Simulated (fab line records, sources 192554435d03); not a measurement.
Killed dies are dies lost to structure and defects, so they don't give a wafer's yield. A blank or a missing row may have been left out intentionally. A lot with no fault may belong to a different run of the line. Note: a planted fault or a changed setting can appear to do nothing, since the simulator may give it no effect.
One fault seen from 2 desks | flow n5_finfet | each desk has only its own numbers; what lay behind them comes last

== METROLOGY DESK ==
Lot by lot, what the gauges showed, no matter which tool ran the lot: averages of those sampled wafers that carry a number. The brackets show how far a lot's mean lies from the usual mean; more than 4 standard deviations puts the lot out of limits, marked OUT. Only the readings that lie furthest out on some lot appear, 7 of the 11 it has.
Columns: A = DIBL_N at N5_BEOL_M4_RC_MEAS_101, usual 35.3 mV/V; B = IOFF_N at N5_BEOL_M4_RC_MEAS_101, usual 0.144 nA/um; C = IOFF_P at N5_BEOL_M4_RC_MEAS_101, usual 0.19 nA/um; D = ION_P at N5_BEOL_M4_RC_MEAS_101, usual 460 uA/um; E = SS_N at N5_BEOL_M4_RC_MEAS_101, usual 71.2 mV/dec; F = SS_P at N5_BEOL_M4_RC_MEAS_101, usual 73.0 mV/dec; G = VT_P at N5_BEOL_M4_RC_MEAS_101, usual -251.4 mV
lot  | first seen here | A    | B     | C    | D   | E    | F    | G
L288 | day 2 02:05     | 36.0 | 0.129 | 0.18 | 459 | 71.5 | 73.3 | -252.0
L293 | day 3 07:43     | 35.5 | 0.146 | 0.21 | 461 | 71.4 | 73.1 | -249.7
L295 | day 3 19:39     | 34.0 | 0.128 | 0.18 | 463 | 70.9 | 72.6 | -251.5
L296 | day 4 01:34     | 34.1 | 0.139 | 0.18 | 459 | 71.0 | 72.8 | -252.9
L298 | day 4 14:08     | 34.2 | 0.126 | 0.16 | 463 | 70.5 | 72.1 | -252.2
L301 | day 5 07:41     | 35.6 | 0.149 | 0.21 | 470 | 71.9 | 72.8 | -249.8
L302 | day 5 13:32     | 37.1 | 0.165 | 0.19 | 460 | 71.7 | 73.1 | -253.2
L303 | day 5 19:35     | 36.4 | 0.175 | 0.22 | 460 | 71.3 | 74.0 | -247.9
L311 | day 7 20:43     | 38.0 | 0.181 | 0.23 | 459 | 72.3 | 74.2 | -250.8
This desk's finding: nothing out of limits on any of the 9 lots.

== DESK OF THE TOOL OWNER: ald_sin-04 ==
The tool's own readings at N5_FIN_SAQP_SPACER2_ALD_28 (deposits SiO2, target thk 8.1 nm, pulse time 1 s, purge time 2 s): means of the sampled wafers that have a number, for each lot that ran on this tool. The brackets show how far a lot's mean lies from the usual mean; more than 4 standard deviations puts the lot out of limits, marked OUT.
Columns: A = heater_power_w at N5_FIN_SAQP_SPACER2_ALD_28, usual 488 W; B = precursor_pulse_height_rel at N5_FIN_SAQP_SPACER2_ALD_28, usual 0.999; C = susceptor_temp_C at N5_FIN_SAQP_SPACER2_ALD_28, usual 299.99 C
lot  | first seen here | A   | B     | C
L293 | day 3 07:10     | 517 | 1.018 | 300.08
L296 | day 4 01:03     | 515 | 1.005 | 300.07
L302 | day 5 12:55     | 501 | 1.025 | 297.30 (-16) OUT
This desk finds L302 out of limits, L302 being first, at day 5 12:55 (susceptor_temp_C at N5_FIN_SAQP_SPACER2_ALD_28). Within limits: L293, L296.

== BROUGHT TOGETHER ==
An alarm could have come from the tool owner's desk at day 5 12:55, on L302.
Metrology desk: nothing out of limits seen.
The metrology desk has L302 on record, within its limits.
Every lot named ran N5_FIN_SAQP_SPACER2_ALD_28 on ald_sin-04.

== WHAT HAD BEEN PUT IN BY THE SIMULATOR ==
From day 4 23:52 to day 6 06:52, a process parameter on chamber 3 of ald_sin-04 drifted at N5_FIN_SAQP_SPACER2_ALD_28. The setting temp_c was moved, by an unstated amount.
Struck lots among those shown: L302.
Each desk's first reading out of limits, in hours after the fault started: the tool owner's desk, 13.
